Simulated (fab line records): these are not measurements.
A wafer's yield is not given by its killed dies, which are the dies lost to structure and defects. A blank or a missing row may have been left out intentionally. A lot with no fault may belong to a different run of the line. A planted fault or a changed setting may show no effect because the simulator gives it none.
8D (eight disciplines) problem report, filled in by code | flow nand_harc | the parts of the form that need people (team, actions taken, sign-off) are left out

## 1. PROBLEM STATEMENT
killed_at_array at NHARC_END_SORT_01 reads a mean of 136 on 1 wafer of 1 lot; wafers without a fault read 54 with a standard deviation of 17. Measured from the usual mean, that is +4.8 standard deviations.
Earliest sighting: wafer L332.5 on prober-01 at day 28 15:37. The record holds 1 wafer of 1 lot with a number at this step. Rule for "out" (also "out of limits"): further than 4 standard deviations from the usual mean. The rest of the wafers with a number are treated as sound.

## 2. WHAT IT IS; WHAT IT IS NOT
question                    | is                           | is not
which readings at this step | killed_at_array, killed_dies | killed_at_other, killed_at_periphery, killed_open, killed_short
which lots                  | L332                         | -
which wafers of those lots  | all that have a number       | -
read on which gauges        | prober-01                    | -
when                        | from day 28 15:37            | up to then (0 sound wafers)

## 3. SUSPECTS, AND WHAT RULES EACH OUT
Counting: a tool stays on the suspect list if, at a process step up to the reading, it processed all lots that are out and no sound lot following the first of them.
- the gauge at NHARC_END_SORT_01: kept. All the wafers that are out were read on prober-01, and no step on other tools shows them out.
- ald_hk-01 at NHARC_A_STAIRCASE_ALD_415 (deposits SiO2, target thk 30 nm, pulse time 6 s, ald cycles 300): kept. It ran the lot that is out, L332 (day 20 13:50), and no sound lot after that.
- ald_hk-02 at NHARC_A_STAIRCASE_ALD_420 (deposits SiO2, target thk 20 nm, pulse time 6 s, ald cycles 200): kept. It ran the lot that is out, L332 (day 20 18:28), and no sound lot after that.
- cmp-03 at NHARC_A_STAIRCASE_CMP_152 (polishes): kept. It ran the lot that is out, L332 (day 22 06:19), and no sound lot after that.
- pecvd-01 at NHARC_A_STAIRCASE_DEP_471 (deposits SiO2, target thk 100 nm): kept. It ran the lot that is out, L332 (day 22 07:31), and no sound lot after that.
- pecvd-04 at NHARC_A_SGD_CUT_DEP_00 (deposits SiNx, target thk 50 nm): kept. It ran the lot that is out, L332 (day 22 12:56), and no sound lot after that.
Left after counting: ald_hk-01 at NHARC_A_STAIRCASE_ALD_415, ald_hk-02 at NHARC_A_STAIRCASE_ALD_420, cmp-03 at NHARC_A_STAIRCASE_CMP_152, pecvd-01 at NHARC_A_STAIRCASE_DEP_471, pecvd-04 at NHARC_A_SGD_CUT_DEP_00, prober-01 at NHARC_END_SORT_01.

## 4. THE CAUSE (what the simulator had put in)
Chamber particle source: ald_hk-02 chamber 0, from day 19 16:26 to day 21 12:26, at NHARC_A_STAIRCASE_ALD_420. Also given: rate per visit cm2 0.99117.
This tool is one of the 6 suspects left after counting.

## 5. THE CHAIN OF EFFECTS, in route order
Each row: a reading whose mean over the struck wafers that have a number lies more than 3 standard deviations from the usual. Readings are gone through only where the record gives a usual standard deviation; hours: the median, over the lots, of the time from a lot's start at the first step in this table giving one to that lot's start at this step; sigmas: the change measured in usual standard deviations.
hours | step              | reading         | usual | on struck wafers | change | sigmas
0     | NHARC_END_SORT_01 | killed_at_array | 54    | 136              | +82    | +4.8
0     | NHARC_END_SORT_01 | killed_dies     | 58    | 138              | +80    | +4.7
Readings that are blank on the struck wafers while sound wafers have them: pad_life_wafers at NHARC_A_STAIRCASE_CMP_152.

## 6. WHAT WOULD HAVE CAUGHT IT SOONER
In this record the first reading out of limits at a measuring or inspecting step was taken at day 28 15:37, 215 hours after the fault began at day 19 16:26.
Tool readings at NHARC_A_STAIRCASE_ALD_420 with a usual standard deviation given in the record: none out on any struck wafer, hence no alarm at a limit of 4 standard deviations on them.
By day 28 15:37, every lot that is out (1) had started NHARC_A_STAIRCASE_ALD_420 on ald_hk-02. A hold on the tool at that time would have spared none of them.
